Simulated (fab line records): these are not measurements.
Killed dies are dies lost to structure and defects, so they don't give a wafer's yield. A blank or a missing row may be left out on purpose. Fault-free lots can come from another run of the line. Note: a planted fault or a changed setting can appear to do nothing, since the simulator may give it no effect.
A lot that was struck, set against a sound lot + flow n5Finfet + 37 steps out of a route of 1938
Sound: these wafers, L580.4, L580.5, L580.6. Wafers struck: L578.2, L578.3, L578.5. The cause is named last.
Order at every step that has rows: each side's tool, ch and its chambers, its first start. Under that, the readings that differ: sound wafers + struck wafers + difference of the means + sigmas: that difference in standard deviations of wafers without a fault.
alike: a reading whose means differ by less than 2 such deviations, as well as words and numbers matching on both sides. not compared: withheld readings; readings where some wafer has no value; bounds like >300 that might hide an equal value; numbers whose values overlap and for which the record gives no deviation.
A row with sigmas, a row that says differs or no value, or rows on one side alone: a step with any of these is where the two part. Numbers that don't overlap but have no deviation are shown without sigmas and don't part them. Lack of a reading on every wafer of one side parts them only where that side has two or more wafers.

first, 9 steps without rows for these wafers: N5_BEOL_M4_ANNEAL_95 (time 240 s); N5_BEOL_M4_SPUTTER_96 (material Cu, target thk 4.5 nm, time 8.29 s); N5_BEOL_M4_ECD_50 (material Cu, target thk 300 nm); N5_BEOL_M4_ANNEAL_51 (time 90 s); N5_BEOL_M4_CMP_52 (polishes, stops on SiOC, t overpolish 6.8 s, target thk 40 nm); N5_BEOL_M4_PRE_CLEAN_60 (time 15 s); N5_BEOL_M4_CO_CAP_55 (material Co, precursor CCTBA/H2, target thk 2 nm, time 102.1 s); N5_BEOL_M4_PRE_CLEAN_56 (time 15 s); N5_BEOL_M4_DEP_57 (deposits SiCN from 3MS/NH3, target thk 8 nm, time 14 s).
N5_BEOL_M4_RC_MEAS_101:
  sound on prober-02 ch 0, day 11 21:32; struck on prober-02 ch 0, day 10 19:51
  alike: DIBL_N, DIBL_P, IOFF_N, IOFF_P, ION_N, ION_P, SS_N, SS_P, VT_N, VT_P
then, 24 steps without rows for these wafers: N5_BEOL_M5_ILD_DEP_00 (deposits SiCOH lowk from DEMS/porogen, target thk 140.64 nm, time 25.9 s); N5_BEOL_M5_CURE_79 (cures SiCOH lowk, time 240 s); N5_BEOL_M5_PECVD_70 (deposits SiO2 from TEOS/O2, target thk 16 nm, time 18 s); N5_BEOL_M5_HM_DEP_02 (deposits TiN, target thk 20 nm); N5_BEOL_M5_COAT_59 (time 60 s, resist thk 60 nm); N5_BEOL_M5_COAT_60 (time 60 s, resist thk 12 nm); N5_BEOL_M5_COAT_71 (time 60 s, resist thk 5 nm); N5_BEOL_M5_COAT_05 (resist thk 30 nm); N5_BEOL_M5_EBR_07; N5_BEOL_M5_SOFTBAKE_06 (time 60 s); N5_BEOL_M5_EXPOSE_08 (exposes mask M5, target cd 28 nm); N5_BEOL_M5_PEB_09 (peb time 60 s); N5_BEOL_M5_DEVELOP_10 (develop time 30 s); N5_BEOL_M5_DESCUM_16 (chemistry O2, time 7 s); N5_BEOL_M5_ETCH_72 (etches underlayer in N2/H2, target depth 6.5 nm, time 5.2 s); N5_BEOL_M5_ETCH_61 (etches SiARC in CF4, target depth 15.6 nm, time 26 s); N5_BEOL_M5_ETCH_62 (etches SOC in N2/H2, target depth 75 nm, overetch 15 nm, time 112.5 s); N5_BEOL_M5_STRIP_63 (strips in N2/H2); N5_BEOL_M5_STRIP_73 (strips in N2/H2); N5_BEOL_M5_STRIP_64 (strips in CF4); N5_BEOL_M5_HM_OPEN_17 (chemistry Cl2/BCl3, target TiN, target depth 20 nm, overetch 6 nm); N5_BEOL_M5_STRIP_19 (strips in O2); N5_BEOL_M5_COAT_65 (time 60 s, resist thk 60 nm); N5_BEOL_M5_COAT_66 (time 60 s, resist thk 12 nm).
-- the record jumps here: 3 days lie between the struck wafers' starts before and after (it left off in module BEOL_M5 and takes up again in module BEOL_M12, whose first step shown is number 1636 of the route) --
N5_BEOL_M12_ETCH_67: etches SiARC in CF4, target depth 143 nm, time 238.3 s.
  sound on rieDiel-06 ch 0,1,3, day 14 17:47; struck on rieDiel-03 ch 0,2, day 13 14:08
  no value came back on the struck wafers for any of 8 readings (biasW (W), cf4FlowSccm (sccm) and others); on the sound wafers biasW (W) reads 36.03 36.03 35.97
| reading                                   | sound             | struck          | difference | sigmas |
|-------------------------------------------|-------------------|-----------------|------------|--------|
| model.coat_of_BEOL_M12_COAT_22.thkNm (nm) | 212.2 212.2 211.4 | 282 282.8 283.2 | +71        |        |
  not compared: rfHoursCounterH
N5_BEOL_M12_OCD_MEAS_35:
  sound on ocd-01 at day 14 18:17; struck on ocd-01 at day 13 14:37
| reading            | sound       | struck | difference                    | sigmas |
|--------------------|-------------|--------|-------------------------------|--------|
| trenchDepthNm (nm) | 318 315 313 | - - -  | no value on the struck wafers |        |
N5_PASSIVATION_PROBE_49:
  sound on prober-01 at day 16 02:55; struck on prober-02 at day 15 07:53
| reading                 | sound          | struck         | difference | sigmas      |
|-------------------------|----------------|----------------|------------|-------------|
| defectLimitedYield (%)  | 90.0 91.9 92.3 | 0 0 0          | -91        | -65         |
| killed_at_M4_up         | 12 7 7         | 1104 1094 1086 | +1086      | +99 or more |
| killedDies              | 118 96 91      | 1180 1180 1180 | +1078      | +63         |
| killedOnRim             | 19 14 11       | 152 152 152    | +137       | +39         |
| sort_bin_4_leakage (%)  | 0 0 0.08       | 0 0 0          | +0         | -4          |
| sort_bin_5_function (%) | 5.5 4.9 4.2    | 96.8 97.0 96.3 | +91.8      | +99 or more |
| sortNPass               | 1062 1084 1088 | 0 0 0          | -1078      | -63         |
| sortYieldPct (%)        | 90.0 91.9 92.2 | 0 0 0          | -91        | -65         |
  alike: killed_at_M0_to_M3, killedAtContacts, killedAtFrontEnd, killedAtOther, killedOpen, killedShort, sort_bin_6_memory

WHERE THEY PART
At N5_BEOL_M12_ETCH_67 first; at N5_PASSIVATION_PROBE_49 last (within this record only).

WHY: whatever the simulator had introduced
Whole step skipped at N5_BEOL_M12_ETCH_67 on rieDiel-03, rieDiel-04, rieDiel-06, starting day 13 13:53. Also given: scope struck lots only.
